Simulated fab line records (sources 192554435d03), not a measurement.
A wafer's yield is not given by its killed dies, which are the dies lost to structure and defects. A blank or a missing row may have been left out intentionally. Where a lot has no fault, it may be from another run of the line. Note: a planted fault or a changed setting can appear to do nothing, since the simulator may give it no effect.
Lot-split experiment :: flow n5_finfet :: on a route of 1938 steps: 7 lots, 21 wafers read

== SPLIT DETAILS ==
At N5_BEOL_M10_COAT_64 (time 60 s, resist thk 30 nm), the setting spin_rpm was moved away from the recipe's 1500 rpm on 8 of the 21 wafers read, by -9.2% to +3.0%. The other wafers ran this setting at the recipe's value.

== FROM THE SPLIT TO THE READING: what the file shows between them, 3 steps ==
- N5_BEOL_M10_COAT_22: resist thk 90 nm
- N5_BEOL_M10_EBR_24
- N5_BEOL_M10_DESCUM_33: chemistry O2, time 7.9 s

== THE READING ==
CAR-ArF_of_BEOL_M10_COAT_22.thk_nm (the simulator's own value, which no gauge read), in nm, at N5_BEOL_M10_ETCH_65 (etches SiARC in CF4, target depth 39 nm, time 65 s). The file does not state a usual value for it. Across the 13 wafers here that went through the recipe, the average is 55.6 nm and the standard deviation 0.37 nm.

wafer: L076.1
tool, chamber at the split: litho_track-02, 0
spin_rpm as run, rpm: 1362
against the recipe: -9.2%
CAR-ArF_of_BEOL_M10_COAT_22.thk_nm, nm: 53.8
against lot-mates on the recipe: -1.2

wafer: L076.2
tool, chamber at the split: litho_track-02, 0
spin_rpm as run, rpm: 1362
against the recipe: -9.2%
CAR-ArF_of_BEOL_M10_COAT_22.thk_nm, nm: 53.8
against lot-mates on the recipe: -1.2

wafer: L076.5
tool, chamber at the split: litho_track-02, 0
spin_rpm as run, rpm: 1500
against the recipe: recipe
CAR-ArF_of_BEOL_M10_COAT_22.thk_nm, nm: 55
against lot-mates on the recipe: -

wafer: L077.3
tool, chamber at the split: litho_track-02, 0
spin_rpm as run, rpm: 1500
against the recipe: recipe
CAR-ArF_of_BEOL_M10_COAT_22.thk_nm, nm: 56
against lot-mates on the recipe: -

wafer: L077.4
tool, chamber at the split: litho_track-02, 0
spin_rpm as run, rpm: 1500
against the recipe: recipe
CAR-ArF_of_BEOL_M10_COAT_22.thk_nm, nm: 56.4
against lot-mates on the recipe: -

wafer: L077.6
tool, chamber at the split: litho_track-02, 0
spin_rpm as run, rpm: 1500
against the recipe: recipe
CAR-ArF_of_BEOL_M10_COAT_22.thk_nm, nm: 56
against lot-mates on the recipe: -

wafer: L082.2
tool, chamber at the split: litho_track-04, 0
spin_rpm as run, rpm: 1500
against the recipe: recipe
CAR-ArF_of_BEOL_M10_COAT_22.thk_nm, nm: 55.4
against lot-mates on the recipe: -

wafer: L082.4
tool, chamber at the split: litho_track-04, 0
spin_rpm as run, rpm: 1364
against the recipe: -9.1%
CAR-ArF_of_BEOL_M10_COAT_22.thk_nm, nm: 54.4
against lot-mates on the recipe: -1.0

wafer: L082.5
tool, chamber at the split: litho_track-04, 0
spin_rpm as run, rpm: 1500
against the recipe: recipe
CAR-ArF_of_BEOL_M10_COAT_22.thk_nm, nm: 55.4
against lot-mates on the recipe: -

wafer: L085.1
tool, chamber at the split: litho_track-02, 0
spin_rpm as run, rpm: 1387
against the recipe: -7.5%
CAR-ArF_of_BEOL_M10_COAT_22.thk_nm, nm: 54.4
against lot-mates on the recipe: no lot-mate on the recipe

wafer: L085.4
tool, chamber at the split: litho_track-02, 0
spin_rpm as run, rpm: 1387
against the recipe: -7.5%
CAR-ArF_of_BEOL_M10_COAT_22.thk_nm, nm: 54.4
against lot-mates on the recipe: no lot-mate on the recipe

wafer: L085.5
tool, chamber at the split: litho_track-02, 0
spin_rpm as run, rpm: 1387
against the recipe: -7.5%
CAR-ArF_of_BEOL_M10_COAT_22.thk_nm, nm: 54.4
against lot-mates on the recipe: no lot-mate on the recipe

wafer: L084.1
tool, chamber at the split: litho_track-05, 0
spin_rpm as run, rpm: 1500
against the recipe: recipe
CAR-ArF_of_BEOL_M10_COAT_22.thk_nm, nm: 55.4
against lot-mates on the recipe: -

wafer: L084.3
tool, chamber at the split: litho_track-05, 0
spin_rpm as run, rpm: 1500
against the recipe: recipe
CAR-ArF_of_BEOL_M10_COAT_22.thk_nm, nm: 55.8
against lot-mates on the recipe: -

wafer: L084.4
tool, chamber at the split: litho_track-05, 0
spin_rpm as run, rpm: 1500
against the recipe: recipe
CAR-ArF_of_BEOL_M10_COAT_22.thk_nm, nm: 55.6
against lot-mates on the recipe: -

wafer: L097.1
tool, chamber at the split: litho_track-05, 0
spin_rpm as run, rpm: 1500
against the recipe: recipe
CAR-ArF_of_BEOL_M10_COAT_22.thk_nm, nm: 55.8
against lot-mates on the recipe: -

wafer: L097.3
tool, chamber at the split: litho_track-05, 0
spin_rpm as run, rpm: 1500
against the recipe: recipe
CAR-ArF_of_BEOL_M10_COAT_22.thk_nm, nm: 55.4
against lot-mates on the recipe: -

wafer: L097.4
tool, chamber at the split: litho_track-05, 0
spin_rpm as run, rpm: 1500
against the recipe: recipe
CAR-ArF_of_BEOL_M10_COAT_22.thk_nm, nm: 55.4
against lot-mates on the recipe: -

wafer: L096.2
tool, chamber at the split: litho_track-04, 0
spin_rpm as run, rpm: 1545
against the recipe: +3.0%
CAR-ArF_of_BEOL_M10_COAT_22.thk_nm, nm: 55.6
against lot-mates on the recipe: +0.4

wafer: L096.5
tool, chamber at the split: litho_track-04, 0
spin_rpm as run, rpm: 1500
against the recipe: recipe
CAR-ArF_of_BEOL_M10_COAT_22.thk_nm, nm: 55.2
against lot-mates on the recipe: -

wafer: L096.6
tool, chamber at the split: litho_track-04, 0
spin_rpm as run, rpm: 1545
against the recipe: +3.0%
CAR-ArF_of_BEOL_M10_COAT_22.thk_nm, nm: 56
against lot-mates on the recipe: +0.8

THE FIT
A straight line over all 21 wafers: CAR-ArF_of_BEOL_M10_COAT_22.thk_nm changes by +0.16 nm for each +1% of spin_rpm; r = +0.89; the points scatter about the line by 0.34 nm.
The same after taking each lot's own level away (the mean of its wafers on the recipe; 18 wafers): +0.132 nm for each +1%; r = +0.95; scatter 0.17 nm.
That fit puts the effect of the largest move of spin_rpm on the reading at 1.2 nm.
The lots' own levels span 55.00 to 56.13 nm, that is 3.1 times the standard deviation above.
So the lot-to-lot level changes the slope: the two fits differ.
Check: -1.17 nm against its lot-mates is what the line predicts for one of the wafers moved furthest among these (-9.2%) when that wafer is left out of the fit. It came out at -1.2 nm against them.

== THE WHOLE CHAIN: every reading that the file lists as answering this split, in the file's order ==
step: N5_BEOL_M10_COAT_64
what it does: time 60 s, resist thk 30 nm
reading: SiARC_of_BEOL_M10_COAT_64.thk_nm (the simulator's own value, which no gauge read)
change (the file's fit): -0.163 nm for each +1% of the setting
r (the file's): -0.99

step: N5_BEOL_M10_ETCH_65
what it does: etches SiARC in CF4, target depth 39 nm, time 65 s
reading: etch.depth_nm (the simulator's own value, which no gauge read)
change (the file's fit): -0.163 nm for each +1% of the setting
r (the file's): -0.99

step: N5_BEOL_M10_ETCH_65
what it does: etches SiARC in CF4, target depth 39 nm, time 65 s
reading: CAR-ArF_of_BEOL_M10_COAT_22.thk_nm (the simulator's own value, which no gauge read)
change (the file's fit): +0.125 nm for each +1% of the setting
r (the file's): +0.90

== FILE'S OWN FIT ==
CAR-ArF_of_BEOL_M10_COAT_22.thk_nm changes by +0.125 nm for each +1% of spin_rpm, r = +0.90.
